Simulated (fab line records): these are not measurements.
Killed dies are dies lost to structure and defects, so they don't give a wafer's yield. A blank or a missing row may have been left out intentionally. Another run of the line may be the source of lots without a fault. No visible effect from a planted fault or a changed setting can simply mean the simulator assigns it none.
Lot-split experiment + flow n5Finfet + 7 lots, 21 wafers read, on a route of 1938 steps

## ON THE SPLIT
At N5_BEOL_M7_EXPOSE_08 (exposes mask M7), the setting doseMj was moved away from the recipe's 68.25 on 11 of the 21 wafers read, by -6.0% to +5.3%. This setting was run at the recipe's value on the other wafers.

## FROM THE SPLIT TO THE READING: what the file shows between them, 10 steps
- N5_BEOL_M7_PEB_09: peb time 60 s
- N5_BEOL_M7_DEVELOP_10: develop time 30 s
- N5_BEOL_M7_CD_MEAS_11: target cd 38.5 nm
- N5_BEOL_M7_DESCUM_16: chemistry O2, time 7.9 s
- N5_BEOL_M7_ETCH_61: etches SiARC in CF4, target depth 45.5 nm, time 75.8 s
- N5_BEOL_M7_ETCH_62: etches SOC in N2/H2, target depth 110 nm, overetch 22 nm, time 165 s
- N5_BEOL_M7_STRIP_68: strips in N2/H2
- N5_BEOL_M7_STRIP_67: strips in CF4
- N5_BEOL_M7_HM_OPEN_17: chemistry Cl2/BCl3, target TiN, target depth 20 nm, overetch 6 nm
- N5_BEOL_M7_STRIP_19: strips in O2

## THE READING
cdNm, in nm, at N5_BEOL_M7_CD_MEAS_18 (pitch 80 nm, target cd 40 nm). Typical for fault-free wafers on this fab line: 40.3 nm, with standard deviation 0.63 nm.

| wafer  | tool, chamber at the split | doseMj as run | against the recipe | cdNm, nm | against lot-mates on the recipe |
|--------|----------------------------|---------------|--------------------|----------|---------------------------------|
| L081.1 | arfiScanner-01, 0          | 68.25         | recipe             | 40.9     | -                               |
| L081.2 | arfiScanner-01, 0          | 64.63         | -5.3%              | 37.2     | -3.7                            |
| L081.3 | arfiScanner-01, 0          | 64.63         | -5.3%              | 36.3     | -4.6                            |
| L083.2 | arfiScanner-03, 0          | 65.24         | -4.4%              | 38.3     | -2.1                            |
| L083.3 | arfiScanner-03, 0          | 68.25         | recipe             | 40.4     | -                               |
| L083.4 | arfiScanner-03, 0          | 65.24         | -4.4%              | 37.1     | -3.3                            |
| L087.1 | arfiScanner-01, 0          | 68.25         | recipe             | 40.9     | -                               |
| L087.2 | arfiScanner-01, 0          | 68.25         | recipe             | 40.5     | -                               |
| L087.4 | arfiScanner-01, 0          | 64.2          | -5.9%              | 37.6     | -3.1                            |
| L091.1 | arfiScanner-03, 0          | 68.25         | recipe             | 40.3     | -                               |
| L091.2 | arfiScanner-03, 0          | 68.25         | recipe             | 41.1     | -                               |
| L091.5 | arfiScanner-03, 0          | 68.25         | recipe             | 40.3     | -                               |
| L093.2 | arfiScanner-01, 0          | 65.8          | -3.6%              | 37.0     | -2.0                            |
| L093.3 | arfiScanner-01, 0          | 65.8          | -3.6%              | 37.9     | -1.1                            |
| L093.4 | arfiScanner-01, 0          | 68.25         | recipe             | 39.0     | -                               |
| L094.1 | arfiScanner-03, 0          | 64.17         | -6.0%              | 38.3     | -2.5                            |
| L094.2 | arfiScanner-03, 0          | 64.17         | -6.0%              | 37.8     | -3.0                            |
| L094.4 | arfiScanner-03, 0          | 68.25         | recipe             | 40.8     | -                               |
| L096.1 | arfiScanner-01, 0          | 68.25         | recipe             | 40.6     | -                               |
| L096.2 | arfiScanner-01, 0          | 71.87         | +5.3%              | 43.5     | +2.9                            |
| L096.3 | arfiScanner-01, 0          | 71.87         | +5.3%              | 43.1     | +2.5                            |

THE FIT
A straight line over all 21 wafers: cdNm changes by +0.557 nm for each +1% of doseMj; r = +0.94; the points scatter about the line by 0.72 nm.
The same after taking each lot's own level away (the mean of its wafers on the recipe; 21 wafers): +0.552 nm for each +1%; r = +0.96; scatter 0.58 nm.
The reading moves by 3.3 nm for the largest change in doseMj, on that fit.
The lots' own levels span 39.00 to 40.90 nm, that is 3.0 times the standard deviation above.
The two slopes are in agreement: the lot-to-lot level therefore moves the slope only a little.
Check: for one of the wafers moved furthest among these (-6.0%), held out of the fit, the line's prediction against its lot-mates is -3.49 nm. Against them it came out at -2.5 nm.

## THESE WAFERS: OTHER SPLITS
Other splits were also applied to these wafers ahead of the reading. Each is held against what the fit with the lots' levels taken away leaves over:
| other split on the same wafers  | wafers away from the commonest value | r with cdNm (lot level and that fit taken away) |
|---------------------------------|--------------------------------------|-------------------------------------------------|
| N5_BEOL_M3_COAT_73 tempC        | 8                                    | -0.44                                           |
| N5_BEOL_M3_ETCH_41 targetDepthA | 11                                   | -0.12                                           |
| N5_BEOL_M5_HM_DEP_02 targetThkA | 8                                    | -0.19                                           |
| N5_BEOL_M5_COAT_60 timeS        | 3                                    | +0.32                                           |
| N5_BEOL_M7_HM_DEP_02 targetThkA | 5                                    | +0.18                                           |

## THE WHOLE CHAIN: every reading that the file lists as answering this split, in the file's order
| step                  | what it does                                                         | reading                                                             | change (the file's fit)               | r (the file's) |
|-----------------------|----------------------------------------------------------------------|---------------------------------------------------------------------|---------------------------------------|----------------|
| N5_BEOL_M7_CD_MEAS_11 | target cd 38.5 nm                                                    | cdNm                                                                | +0.503 nm for each +1% of the setting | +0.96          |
| N5_BEOL_M7_ETCH_61    | etches SiARC in CF4, target depth 45.5 nm, time 75.8 s               | BEOL_M7.cdOffsetNm (the simulator's own value, which no gauge read) | +0.533 nm for each +1% of the setting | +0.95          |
| N5_BEOL_M7_ETCH_62    | etches SOC in N2/H2, target depth 110 nm, overetch 22 nm, time 165 s | BEOL_M7.cdOffsetNm (the simulator's own value, which no gauge read) | +0.555 nm for each +1% of the setting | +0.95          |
| N5_BEOL_M7_HM_OPEN_17 | chemistry Cl2/BCl3, target TiN, target depth 20 nm, overetch 6 nm    | BEOL_M7.cdOffsetNm (the simulator's own value, which no gauge read) | +0.551 nm for each +1% of the setting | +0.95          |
| N5_BEOL_M7_CD_MEAS_18 | pitch 80 nm, target cd 40 nm                                         | cdNm                                                                | +0.558 nm for each +1% of the setting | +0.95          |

## FILE'S OWN FIT
cdNm changes by +0.558 nm for each +1% of doseMj, r = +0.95.
